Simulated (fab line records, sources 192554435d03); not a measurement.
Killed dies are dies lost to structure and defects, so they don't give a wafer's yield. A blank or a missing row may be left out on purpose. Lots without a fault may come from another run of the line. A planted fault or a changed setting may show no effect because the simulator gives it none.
Split-lot experiment | flow n5_finfet | 7 lots, 21 wafers read, on a route of 1938 steps

THE SPLIT
At N5_DUMMY_GATE_COAT_28 (time 60 s, resist thk 10 nm), the setting spin_rpm was moved away from the recipe's 1500 rpm on 8 of the 21 wafers read, by -8.8% to +11.2%. The other wafers ran this setting at the recipe's value.

The reading is taken at the split's own step.

THE READING
underlayer_of_DUMMY_GATE_COAT_28.thk_nm (the simulator's own value, which no gauge read), in nm, at N5_DUMMY_GATE_COAT_28 (time 60 s, resist thk 10 nm). The file gives no usual value for it.

wafer  | tool, chamber at the split | spin_rpm as run, rpm | against the recipe | underlayer_of_DUMMY_GATE_COAT_28.thk_nm, nm | against lot-mates on the recipe
L078.1 | litho_track-05, 0          | 1500                 | recipe             | 10                                          | -
L078.2 | litho_track-05, 0          | 1500                 | recipe             | 10                                          | -
L078.3 | litho_track-05, 0          | 1500                 | recipe             | 10                                          | -
L081.1 | litho_track-01, 0          | 1593                 | +6.2%              | 9.8                                         | -0.2
L081.4 | litho_track-01, 0          | 1593                 | +6.2%              | 9.8                                         | -0.2
L081.5 | litho_track-01, 0          | 1500                 | recipe             | 10                                          | -
L082.1 | litho_track-05, 0          | 1500                 | recipe             | 10                                          | -
L082.3 | litho_track-05, 0          | 1500                 | recipe             | 10                                          | -
L082.2 | litho_track-05, 0          | 1668                 | +11.2%             | 9.4                                         | -0.6
L083.3 | litho_track-05, 0          | 1395                 | -7.0%              | 10.4                                        | +0.4
L083.4 | litho_track-05, 0          | 1395                 | -7.0%              | 10.4                                        | +0.4
L083.6 | litho_track-05, 0          | 1500                 | recipe             | 10                                          | -
L090.1 | litho_track-02, 0          | 1500                 | recipe             | 10                                          | -
L090.6 | litho_track-02, 0          | 1500                 | recipe             | 10                                          | -
L090.3 | litho_track-02, 0          | 1650                 | +10.0%             | 9.6                                         | -0.4
L093.1 | litho_track-05, 0          | 1368                 | -8.8%              | 10.4                                        | +0.4
L093.6 | litho_track-05, 0          | 1368                 | -8.8%              | 10.4                                        | +0.4
L093.4 | litho_track-05, 0          | 1500                 | recipe             | 10                                          | -
L095.2 | litho_track-01, 0          | 1500                 | recipe             | 10                                          | -
L095.3 | litho_track-01, 0          | 1500                 | recipe             | 10                                          | -
L095.5 | litho_track-01, 0          | 1500                 | recipe             | 10                                          | -

THE FIT
A straight line over all 21 wafers: underlayer_of_DUMMY_GATE_COAT_28.thk_nm changes by -0.0466 nm for each +1% of spin_rpm; r = -0.99; the points scatter about the line by 0.042 nm.
The same after taking each lot's own level away (the mean of its wafers on the recipe; 21 wafers): -0.0466 nm for each +1%; r = -0.99; scatter 0.042 nm.
On that fit, the largest move of spin_rpm shifts the reading by 0.52 nm.
The lots' own levels span 10.00 to 10.00 nm.
So the lot-to-lot level changes the slope little: the two slopes agree.
Check: with one of the wafers moved furthest among these (+11.2%) left out of the fit, the line predicts -0.474 nm for it against its lot-mates. It came out at -0.6 nm against them.

OTHER SPLITS ON THESE WAFERS
These wafers also went through other splits before the reading. Each is held against what the fit with the lots' levels taken away leaves over:
other split on the same wafers          | wafers away from the commonest value | r with underlayer_of_DUMMY_GATE_COAT_28.thk_nm (lot level and that fit taken away)
N5_ZERO_LAYER_EXPOSE_08 dose_mj         | 8                                    | -0.17
N5_ZERO_LAYER_DEVELOP_10 develop_time_s | 7                                    | +0.15
N5_WELL_APT_PEB_06 peb_temp_c           | 4                                    | +0.47
N5_WELL_APT_DESCUM_13 time_s            | 3                                    | +0.28
N5_FIN_SAQP_PECVD_06 time_s             | 10                                   | +0.41
N5_FIN_SAQP_PEB_14 peb_time_s           | 10                                   | -0.13
N5_FIN_CUT_COAT_19 spin_rpm             | 7                                    | -0.36

THE FILE'S OWN FIT
underlayer_of_DUMMY_GATE_COAT_28.thk_nm changes by -0.0468 nm for each +1% of spin_rpm, r = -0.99.
